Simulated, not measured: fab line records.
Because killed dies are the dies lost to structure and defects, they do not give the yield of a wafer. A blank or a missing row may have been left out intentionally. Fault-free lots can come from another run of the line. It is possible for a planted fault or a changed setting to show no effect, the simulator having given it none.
fab line records + flow n5Finfet
[record]
- lots = 14
- wafers = 39
- lastDay = 18
route steps=1938 shown BEOL_M9@1458 BEOL_M10@1480
lots that met no fault: taken from a fault-free run of the same line
startH: hours from the record's opening day to when the first of the lot's shown wafers began + waitH: hours from the lot's prior step to this one + " unchanged from the row above + L1.1+2: several wafers, shown together as one row + - no value present, or no start provided + * or withheld: withheld + < > ~ a bound
route shown NAME@n: names a module that has steps shown in the file, with the first one's number in the route + usual: average and standard deviation across the fault-free wafers + same: alike in all rows + chamber/n: place in a boat + sites: readings site by site + _std_site: standard deviation of those values + _edge_site: mean of outer sites minus mean of inner sites + radiusMm: for every site, how far away it sits from the centre of the wafer + mask NAME#n: copy n + behind: the tool/chamber that last shaped the wafer + hold: what put the lot on hold/how long, in hours/how the hold closed + device: the n, p or np transistor that did not switch + end of line: the tests these same wafers got at the end of their route + where a step has no rows: the recipe by itself + killed: not the wafer's yield, but the dies lost to structure and defects at the first sort + map: per-die view of a wafer (x killed, . not killed, _ where there is no die)
set.NAME: the setting that was run; set.NAME@STEP: the one run at that earlier step + model.NAME: the simulator's own value behind a step, which no gauge read
a sample of lots followed through the steps of the route, with each step as a table and each wafer as a row
services: from which hour (startH, from the record's first day; less than 0 if before it) a tool's chamber was out of use, for how many hours, and why
[[steps]]
[step N5_BEOL_M9_ALD_74]
[recipe]
- material = TaN
- targetThkA = 20
- tempC = 275
- aldPrecursorFamily = PDMAT
- aldCoReactant = NH3
- pressureTorr = 3
- carrierFlowSccm = 1500
- pulseTimeS = 2
- purgeTimeS = 3
- coReactantPurgeTimeS = 2
- coReactantPulseTimeS = 3
- aldCycles = 40
- precursorVesselTempC = 75
- precursorVesselPressureTorr = 26.25
- precursorVesselCarrierSccm = 1000
[usual]
- heaterPowerW = 415/53
- mfcCarrierSccm = 1500/3.7
[same]
- coReactantPulseTimeS = 3
| lot.wafer | tool        | chamber | startH | waitH | heaterPowerW | mfcCarrierSccm |
|-----------|-------------|---------|--------|-------|--------------|----------------|
| L495.3    | aldMetal-04 | 0       | 229.78 | 0.0   | 402          | 1497           |
| L495.4    | "           | 1       | "      | "     | 429          | 1492           |
| L495.6    | "           | 2       | "      | "     | 414          | 1503           |
| L498.1    | aldMetal-04 | 1       | 247.92 | 0.0   | 437          | 1499           |
| L498.2    | "           | 3       | "      | "     | 536          | 1499           |
| L498.6    | "           | 0       | "      | "     | 398          | 1494           |
| L496.2    | aldMetal-02 | 3       | 252.52 | 0.0   | 456          | 1496           |
| L496.3    | "           | 2       | "      | "     | 383          | 1499           |
| L496.5    | "           | 2       | "      | "     | 374          | 1498           |
| L502.1    | aldMetal-03 | 3       | 276.82 | 0.0   | 358          | 1502           |
| L502.2    | "           | 1       | "      | "     | 357          | 1503           |
| L502.3    | "           | 2       | "      | "     | 381          | 1500           |
| L503.4    | aldMetal-04 | 1       | 277.41 | 0.2   | 427          | 1499           |
| L503.5    | "           | 0       | "      | "     | 396          | 1501           |
| L504.2    | aldMetal-02 | 3       | 284.74 | 0.1   | 452          | 1501           |
| L504.3    | "           | 1       | "      | "     | 355          | 1499           |
| L504.4    | "           | 2       | "      | "     | 387          | 1504           |
| L506.2    | aldMetal-03 | 0       | 301.89 | 0.0   | 427          | 1494           |
| L506.4    | "           | 3       | "      | "     | 361          | 1501           |
| L506.5    | "           | 3       | "      | "     | 365          | 1506           |
| L513.2    | aldMetal-04 | 3       | 327.70 | 0.0   | 537          | 1495           |
| L513.6    | "           | 2       | "      | "     | 414          | 1503           |
| L512.1    | aldMetal-02 | 3       | 330.42 | 0.0   | 452          | 1500           |
| L512.4    | "           | 1       | "      | "     | 351          | 1497           |
| L511.2    | aldMetal-04 | 3       | 330.72 | 0.1   | 536          | 1501           |
| L511.4    | "           | 0       | "      | "     | 390          | 1507           |
| L511.5    | "           | 0       | "      | "     | 398          | 1509           |
| L514.2    | aldMetal-02 | 3       | 330.74 | 0.0   | 449          | 1506           |
| L514.3    | "           | 0       | "      | "     | 423          | 1498           |
| L514.6    | "           | 2       | "      | "     | 375          | 1502           |
| L516.1    | aldMetal-04 | 0       | 351.78 | 0.3   | 404          | 1495           |
| L516.2    | "           | 2       | "      | "     | 413          | 1498           |
| L516.5    | "           | 2       | "      | "     | 440          | 1501           |
| L515.1    | aldMetal-02 | 3       | 353.24 | 0.0   | 426          | 1501           |
| L515.3    | "           | 0       | "      | "     | 404          | 1499           |
| L515.5    | "           | 2       | "      | "     | 346          | 1497           |
| L517.1    | aldMetal-04 | 1       | 362.63 | 0.2   | 436          | 1498           |
| L517.2    | "           | 2       | "      | "     | 426          | 1497           |
| L517.4    | "           | 3       | "      | "     | 529          | 1499           |
[step N5_BEOL_M9_INSPECT_58]
[recipe]
- inspectInstrument = darkfield
- mode = postDep
[usual]
- rawDefectCount = 66/21
| lot.wafer | tool             | chamber | startH | waitH | rawDefectCount |
|-----------|------------------|---------|--------|-------|----------------|
| L495.3    | defectInspect-02 | -       | 231.28 | 0.0   | 93             |
| L495.4    | "                | -       | "      | "     | 52             |
| L495.6    | "                | -       | "      | "     | 87             |
| L498.1    | defectInspect-02 | -       | 249.72 | 0.0   | 111            |
| L498.2    | "                | -       | "      | "     | 90             |
| L498.6    | "                | -       | "      | "     | 53             |
| L496.2    | defectInspect-01 | -       | 254.11 | 0.0   | 48             |
| L496.3    | "                | -       | "      | "     | 61             |
| L496.5    | "                | -       | "      | "     | 68             |
| L502.1    | defectInspect-01 | -       | 278.40 | 0.0   | 55             |
| L502.2    | "                | -       | "      | "     | 58             |
| L502.3    | "                | -       | "      | "     | 67             |
| L503.4    | defectInspect-01 | -       | 280.66 | 0.0   | 60             |
| L503.5    | "                | -       | "      | "     | 74             |
| L504.2    | defectInspect-02 | -       | 287.26 | 0.0   | 73             |
| L504.3    | "                | -       | "      | "     | 60             |
| L504.4    | "                | -       | "      | "     | 62             |
| L506.2    | defectInspect-01 | -       | 303.73 | 0.0   | 56             |
| L506.4    | "                | -       | "      | "     | 92             |
| L506.5    | "                | -       | "      | "     | 67             |
| L513.2    | defectInspect-02 | -       | 329.70 | 0.0   | 69             |
| L513.6    | "                | -       | "      | "     | 60             |
| L512.1    | defectInspect-02 | -       | 331.92 | 0.0   | 80             |
| L512.4    | "                | -       | "      | "     | 102            |
| L514.2    | defectInspect-02 | -       | 332.41 | 0.0   | 39             |
| L514.3    | "                | -       | "      | "     | 49             |
| L514.6    | "                | -       | "      | "     | 48             |
| L511.2    | defectInspect-01 | -       | 332.68 | 0.0   | 44             |
| L511.4    | "                | -       | "      | "     | 43             |
| L511.5    | "                | -       | "      | "     | 31             |
| L516.1    | defectInspect-01 | -       | 354.61 | 0.0   | 77             |
| L516.2    | "                | -       | "      | "     | 82             |
| L516.5    | "                | -       | "      | "     | 72             |
| L515.1    | defectInspect-01 | -       | 355.07 | 0.0   | 70             |
| L515.3    | "                | -       | "      | "     | 66             |
| L515.5    | "                | -       | "      | "     | 63             |
| L517.1    | defectInspect-01 | -       | 364.15 | 0.0   | 108            |
| L517.2    | "                | -       | "      | "     | 97             |
| L517.4    | "                | -       | "      | "     | 106            |
[step N5_BEOL_M10_EXPOSE_08]
[recipe]
- maskId = M10
- na = 1.35
- sourceShape = dipole
- sigmaInner = 0.411
- sigmaOuter = 0.611
- polarization = te
- doseMj = 53.75
[usual]
- dipoleOpeningDeg = 40/0
- exposureDoseMJCm2 = 53.73/0.052
| lot.wafer | tool           | chamber | startH | waitH | mask  | dipoleOpeningDeg | exposureDoseMJCm2 |
|-----------|----------------|---------|--------|-------|-------|------------------|-------------------|
| L495.3    | arfiScanner-01 | 0       | 233.84 | -     | M10#0 | 40               | 53.77             |
| L495.4    | "              | 0       | "      | "     | M10#0 | 40               | 53.80             |
| L495.6    | "              | 0       | "      | "     | M10#0 | 40               | 53.72             |
| L498.1    | arfiScanner-03 | 0       | 252.69 | -     | M10#0 | 40               | 53.72             |
| L498.2    | "              | 0       | "      | "     | M10#0 | 40               | 53.76             |
| L498.6    | "              | 0       | "      | "     | M10#0 | 40               | 53.74             |
| L496.2    | arfiScanner-03 | 0       | 255.80 | -     | M10#0 | 40               | 53.79             |
| L496.3    | "              | 0       | "      | "     | M10#0 | 40               | 53.71             |
| L496.5    | "              | 0       | "      | "     | M10#0 | 40               | 53.81             |
| L502.1    | arfiScanner-01 | 0       | 280.49 | -     | M10#0 | 40               | 53.75             |
| L502.2    | "              | 0       | "      | "     | M10#0 | 40               | 53.72             |
| L502.3    | "              | 0       | "      | "     | M10#0 | 40               | 53.70             |
| L503.4    | arfiScanner-01 | 0       | 282.17 | -     | M10#0 | 40               | 53.74             |
| L503.5    | "              | 0       | "      | "     | M10#0 | 40               | 53.76             |
| L504.2    | arfiScanner-03 | -       | 290.52 | -     | M10#0 | -                | -                 |
| L504.3    | "              | -       | "      | "     | M10#0 | -                | -                 |
| L504.4    | "              | -       | "      | "     | M10#0 | -                | -                 |
| L506.2    | arfiScanner-03 | -       | 305.89 | -     | M10#0 | -                | -                 |
| L506.4    | "              | -       | "      | "     | M10#0 | -                | -                 |
| L506.5    | "              | -       | "      | "     | M10#0 | -                | -                 |
| L513.2    | arfiScanner-03 | 0       | 331.39 | -     | M10#0 | 40               | 53.75             |
| L513.6    | "              | 0       | "      | "     | M10#0 | 40               | 53.78             |
| L512.1    | arfiScanner-01 | 0       | 334.23 | -     | M10#0 | 40               | 53.63             |
| L512.4    | "              | 0       | "      | "     | M10#0 | 40               | 53.68             |
| L514.2    | arfiScanner-01 | 0       | 334.56 | -     | M10#0 | 40               | 53.74             |
| L514.3    | "              | 0       | "      | "     | M10#0 | 40               | 53.70             |
| L514.6    | "              | 0       | "      | "     | M10#0 | 40               | 53.72             |
| L511.2    | arfiScanner-02 | 0       | 334.89 | -     | M10#0 | 40               | 53.71             |
| L511.4    | "              | 0       | "      | "     | M10#0 | 40               | 53.69             |
| L511.5    | "              | 0       | "      | "     | M10#0 | 40               | 53.79             |
| L515.1    | arfiScanner-01 | 0       | 357.96 | -     | M10#0 | 40               | 53.78             |
| L515.3    | "              | 0       | "      | "     | M10#0 | 40               | 53.75             |
| L515.5    | "              | 0       | "      | "     | M10#0 | 40               | 53.79             |
| L516.1    | arfiScanner-03 | 0       | 358.13 | -     | M10#0 | 40               | 53.74             |
| L516.2    | "              | 0       | "      | "     | M10#0 | 40               | 53.83             |
| L516.5    | "              | 0       | "      | "     | M10#0 | 40               | 53.79             |
| L517.1    | arfiScanner-02 | 0       | 367.46 | -     | M10#0 | 40               | 53.76             |
| L517.2    | "              | 0       | "      | "     | M10#0 | 40               | 53.75             |
| L517.4    | "              | 0       | "      | "     | M10#0 | 40               | 53.74             |
[step N5_BEOL_M10_STRIP_67]
[recipe]
- chemistry = CF4
- resist = SiARC
- powerW = 300
- biasPowerW = 75
- pressureMtorr = 50
- cf4FlowSccm = 150
- rfFrequencyHz = 6e+07
[usual]
- drypumpMotorCurrentA = 5.7/0.52
- oesProductAu = 0.82/0.068
- rfVppV = 271.0/1.5
- showerheadPlenumPTorr = 1.79/0.06
- throttleValvePct = 13.50/0.17
| lot.wafer | tool       | chamber | startH | waitH | drypumpMotorCurrentA | oesProductAu | rfHoursCounterH | rfVppV | showerheadPlenumPTorr | throttleValvePct |
|-----------|------------|---------|--------|-------|----------------------|--------------|-----------------|--------|-----------------------|------------------|
| L495.3    | rieDiel-05 | 0       | 234.28 | 0.0   | 5.4                  | 0.77         | 127             | 269.2  | 1.74                  | 13.53            |
| L495.4    | "          | 3       | "      | "     | 5.7                  | 0.90         | -               | 270.4  | 1.75                  | 13.51            |
| L495.6    | "          | 2       | "      | "     | 6.5                  | 0.87         | -               | 272.6  | 1.91                  | 13.46            |
| L498.1    | rieDiel-02 | 0       | 253.41 | 0.0   | 5.5                  | 0.76         | 157             | 272.6  | 1.79                  | 13.53            |
| L498.2    | "          | 2       | "      | "     | 4.7                  | 0.77         | 147             | 272.9  | 1.86                  | 13.37            |
| L498.6    | "          | 3       | "      | "     | 6.5                  | 0.69         | -               | 271.5  | 1.78                  | 13.92            |
| L496.2    | rieDiel-05 | 3       | 256.53 | 0.0   | 5.7                  | 0.89         | 37              | 269.3  | 1.75                  | 13.53            |
| L496.3    | "          | 2       | "      | "     | 6.4                  | 0.85         | 57              | 273.0  | 1.91                  | 13.47            |
| L496.5    | "          | 1       | "      | "     | 5.4                  | 0.96         | -               | 270.4  | 1.77                  | 13.18            |
| L502.1    | rieDiel-05 | 2       | 280.93 | 0.0   | 6.4                  | 0.83         | 66              | 273.9  | 1.91                  | 13.49            |
| L502.2    | "          | 1       | "      | "     | 5.4                  | 0.92         | 16              | 269.7  | 1.77                  | 13.19            |
| L502.3    | "          | 0       | "      | "     | 5.4                  | 0.77         | 143             | 269.4  | 1.74                  | 13.58            |
| L503.4    | rieDiel-06 | 2       | 282.60 | 0.0   | 6.4                  | 0.84         | 69              | 271.6  | 1.90                  | 13.46            |
| L503.5    | "          | 1       | "      | "     | 5.5                  | 0.88         | -               | 270.2  | 1.81                  | 13.38            |
| L504.2    | rieDiel-05 | 2       | 290.96 | 0.0   | 6.5                  | 0.83         | 70              | 274.4  | 1.90                  | 13.49            |
| L504.3    | "          | 1       | "      | "     | 5.4                  | 0.91         | 20              | 270.2  | 1.77                  | 13.22            |
| L504.4    | "          | 3       | "      | "     | 5.7                  | 0.86         | 50              | 270.0  | 1.75                  | 13.55            |
| L506.2    | rieDiel-02 | 2       | 306.33 | 0.0   | 4.7                  | 0.75         | 167             | 272.2  | 1.85                  | 13.43            |
| L506.4    | "          | 2       | "      | "     | 4.7                  | 0.75         | -               | 273.6  | 1.85                  | 13.44            |
| L506.5    | "          | 1       | "      | "     | 5.3                  | 0.72         | -               | 270.2  | 1.80                  | 13.76            |
| L513.2    | rieDiel-05 | 3       | 332.20 | 0.0   | 5.7                  | 0.84         | 65              | 270.8  | 1.74                  | 13.58            |
| L513.6    | "          | 1       | "      | "     | 5.4                  | 0.88         | -               | 269.7  | 1.76                  | 13.27            |
| L512.1    | rieDiel-06 | 1       | 334.67 | 0.0   | 5.5                  | 0.85         | 42              | 272.0  | 1.80                  | 13.41            |
| L512.4    | "          | 3       | "      | "     | 5.7                  | 0.85         | 54              | 270.0  | 1.75                  | 13.25            |
| L514.2    | rieDiel-05 | 2       | 335.13 | 0.0   | 6.5                  | 0.82         | 87              | 273.5  | 1.90                  | 13.54            |
| L514.3    | "          | 3       | "      | "     | 5.7                  | 0.84         | 66              | 269.5  | 1.74                  | 13.60            |
| L514.6    | "          | 3       | "      | "     | 5.7                  | 0.84         | -               | 270.3  | 1.74                  | 13.57            |
| L511.2    | rieDiel-02 | 3       | 335.33 | 0.0   | 6.5                  | 0.96         | 5               | 270.3  | 1.78                  | 13.37            |
| L511.4    | "          | 1       | "      | "     | 5.3                  | 0.71         | 231             | 271.8  | 1.80                  | 13.81            |
| L511.5    | "          | 3       | "      | "     | 6.5                  | 0.96         | -               | 271.6  | 1.78                  | 13.39            |
| L515.1    | rieDiel-02 | 2       | 358.63 | 0.0   | 4.7                  | 0.74         | 188             | 271.6  | 1.84                  | 13.47            |
| L515.3    | "          | 3       | "      | "     | 6.5                  | 0.94         | 13              | 271.8  | 1.77                  | 13.41            |
| L515.5    | "          | 2       | "      | "     | 4.7                  | 0.74         | -               | 273.5  | 1.84                  | 13.44            |
| L516.1    | rieDiel-05 | 2       | 358.81 | 0.0   | 6.5                  | 0.81         | 97              | 272.4  | 1.90                  | 13.55            |
| L516.2    | "          | 3       | "      | "     | 5.7                  | 0.83         | 75              | 270.7  | 1.74                  | 13.64            |
| L516.5    | "          | 0       | "      | "     | 5.5                  | 0.76         | -               | 270.4  | 1.73                  | 13.62            |
| L517.1    | rieDiel-06 | 3       | 368.64 | 0.0   | 5.7                  | 0.84         | 66              | 270.4  | 1.75                  | 13.29            |
| L517.2    | "          | 0       | "      | "     | 4.8                  | 0.78         | 117             | 270.4  | 1.75                  | 13.55            |
| L517.4    | "          | 1       | "      | "     | 5.5                  | 0.84         | 56              | 272.3  | 1.80                  | 13.46            |
[[services]]
| tool           | chamber | startH | hours | kind   |
|----------------|---------|--------|-------|--------|
| aldMetal-02    | 2       | 206.42 | 8.9   | repair |
| arfiScanner-03 | -       | 208.89 | 1.9   | repair |
| aldMetal-02    | 0       | 222.95 | 4.6   | repair |
| rieDiel-05     | 0       | 231.06 | 1.6   | repair |
| arfiScanner-01 | -       | 244.03 | 1.2   | repair |
| arfiScanner-01 | -       | 252.73 | 4.9   | pm     |
| arfiScanner-03 | -       | 259.44 | 0.9   | repair |
| arfiScanner-01 | -       | 260.16 | 1.3   | pm     |
| rieDiel-02     | 3       | 262.99 | 5.7   | repair |
| arfiScanner-03 | -       | 263.68 | 3.0   | repair |
| aldMetal-04    | 3       | 266.68 | 12.9  | repair |
| arfiScanner-03 | -       | 281.60 | 2.5   | repair |
| aldMetal-04    | 2       | 283.63 | 8.0   | repair |
| rieDiel-05     | 0       | 291.72 | 5.4   | repair |
| arfiScanner-03 | -       | 292.79 | 0.8   | pm     |
| aldMetal-02    | 3       | 294.30 | 24.3  | repair |
| arfiScanner-03 | -       | 312.59 | 1.3   | pm     |
| arfiScanner-01 | -       | 314.10 | 3.9   | pm     |
| arfiScanner-03 | -       | 332.49 | 6.3   | repair |
| aldMetal-02    | -       | 337.25 | 14.0  | pm     |
| rieDiel-05     | 0       | 340.89 | 8.1   | repair |
| arfiScanner-01 | -       | 346.94 | 1.0   | pm     |
| arfiScanner-01 | -       | 355.25 | 0.9   | repair |
| arfiScanner-03 | -       | 363.57 | 1.0   | pm     |
[[key]]
[firstSign]
- step = N5_BEOL_M10_EXPOSE_08
- reading = toolRecord
- direction = missing
effect none on later readings
metAt N5_BEOL_M10_EXPOSE_08
struckLots L504,L506
laterRowsLeftOut L504.2,L504.3,L504.4,L506.2,L506.4,L506.5
sortLeftOut L504.2,L504.3,L504.4,L506.2,L506.4,L506.5
notActingAt N5_BEOL_M9_ALD_74,N5_BEOL_M9_INSPECT_58,N5_BEOL_M10_STRIP_67
onsetBetween 255.80 290.52
[fault]
- kind = skippedStepWhole
- tool = arfiScanner-03
- chamber = -
- onsetH = 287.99
- steps = N5_BEOL_M10_EXPOSE_08
- scope = struckLotsOnly
// sortLeftOut: the simulated sort isn't trusted on such a fault, so these wafers' sort isn't shown, and their yield isn't known
// laterRowsLeftOut: the simulator's readings of these wafers behind a module that went badly wrong aren't trusted and aren't shown, but for the sort
